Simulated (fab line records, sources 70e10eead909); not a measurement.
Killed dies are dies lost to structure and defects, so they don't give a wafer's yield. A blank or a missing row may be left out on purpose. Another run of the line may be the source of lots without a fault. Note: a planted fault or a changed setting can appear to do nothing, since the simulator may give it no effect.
Which of the tools did it? + flow nand_harc + 6 lots, 18 wafers sampled, at 2 steps of a route of 1159

## WHAT THE GAUGES SHOWED, per wafer
NHARC_A_BLC_INSPECT_12.
| lot  | measured     | on                | raw_defect_count |
|------|--------------|-------------------|------------------|
| L809 | day 17 15:50 | defect_inspect-01 | 17 28 20         |
| L813 | day 19 17:20 | defect_inspect-01 | 27 29 23         |
| L821 | day 21 15:27 | defect_inspect-01 | 35 26 32         |
| L820 | day 21 23:36 | defect_inspect-02 | 29 16 24         |
| L826 | day 22 11:17 | defect_inspect-02 | 18 11 18         |
| L828 | day 23 07:22 | defect_inspect-01 | 46 26 37         |

## WHICH TOOL RAN EACH LOT (tool, then ch and the chambers of the sampled wafers, then the start)
| lot  | NHARC_A_CONTACT_CVD_19                   |
|------|------------------------------------------|
| L809 | cvd_w-01 ch 0,1, day 17 15:50 or earlier |
| L813 | cvd_w-02 ch 0,1, day 19 17:20 or earlier |
| L821 | cvd_w-01 ch 0,1, day 21 15:27 or earlier |
| L820 | cvd_w-01 ch 0,1, day 21 23:36 or earlier |
| L826 | cvd_w-02 ch 0,1, day 22 11:17 or earlier |
| L828 | cvd_w-01 ch 0,1, day 23 07:22 or earlier |
- NHARC_A_CONTACT_CVD_19: deposits W, target thk 300 nm, time 802 s.

## THE ANSWER, worked out from the rows above alone
Rule: the lots themselves supply what counts as usual. Put in order of their means at a reading, lots are off if they are a third of the lots or fewer, leave a main group of 4 or more, and stand apart from it by a gap of 3 or more times the standard deviation of the main group's means; of several such gaps the widest counts. Not used: any main group whose means are identical at the precision the tables above print for the reading. A lot without any number at a reading at which 4 lots or more have one is off too. The other lots that the step has rows for count as sound.
No lot is off at any reading shown: from this, nothing can be told.

## WHAT HAD BEEN PUT IN BY THE SIMULATOR
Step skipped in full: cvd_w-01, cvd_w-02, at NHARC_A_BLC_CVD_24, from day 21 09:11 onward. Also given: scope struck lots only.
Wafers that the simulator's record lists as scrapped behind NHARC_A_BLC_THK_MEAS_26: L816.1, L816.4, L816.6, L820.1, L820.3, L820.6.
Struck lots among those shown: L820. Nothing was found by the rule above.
